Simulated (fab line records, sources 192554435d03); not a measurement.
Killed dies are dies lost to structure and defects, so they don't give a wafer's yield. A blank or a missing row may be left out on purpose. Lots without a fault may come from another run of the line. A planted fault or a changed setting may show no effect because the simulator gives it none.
Which tool did it? | flow n5_finfet | 9 lots, 27 wafers sampled, at 1 step of a route of 1938

WHAT THE GAUGES READ, wafer by wafer
N5_MOL_CONTACT_COAG_CD_MEAS_137: target cd 16 nm.
lot  | measured     | on        | cd_nm (nm)
L324 | day 5 15:41  | cd_sem-02 | 15.7 16.3 16.1
L326 | day 6 01:09  | cd_sem-01 | 15.8 16.4 16.4
L327 | day 6 11:42  | cd_sem-02 | 16.0 16.5 16.1
L330 | day 7 08:04  | cd_sem-02 | 16.0 15.5 16.0
L337 | day 9 00:32  | cd_sem-02 | 16.5 16.0 16.3
L339 | day 9 09:52  | cd_sem-03 | 15.2 14.8 15.6
L344 | day 10 10:40 | cd_sem-02 | 16.5 16.6 16.2
L346 | day 10 22:07 | cd_sem-03 | 16.1 15.2 15.2
L345 | day 10 22:26 | cd_sem-01 | 15.4 15.3 16.4

WHICH TOOL RAN EACH LOT (tool, then ch and the chambers of the sampled wafers, then the start)
The record holds no process step before these readings.

THE ANSWER, worked out from the rows above alone
Rule: what is usual is taken from the lots themselves. Put in order of their means at a reading, lots are off if they are a third of the lots or fewer, leave a main group of 4 or more, and stand apart from it by a gap of 3 or more times the standard deviation of the main group's means; of several such gaps the widest counts. A main group whose means are all the same, to the digits that the tables above print for the reading, isn't used. A lot without any number at a reading at which 4 lots or more have one is off too. The other lots that the step has rows for count as sound.
No lot is off at any reading shown: from this, nothing can be told.

WHAT THE SIMULATOR HAD PUT IN
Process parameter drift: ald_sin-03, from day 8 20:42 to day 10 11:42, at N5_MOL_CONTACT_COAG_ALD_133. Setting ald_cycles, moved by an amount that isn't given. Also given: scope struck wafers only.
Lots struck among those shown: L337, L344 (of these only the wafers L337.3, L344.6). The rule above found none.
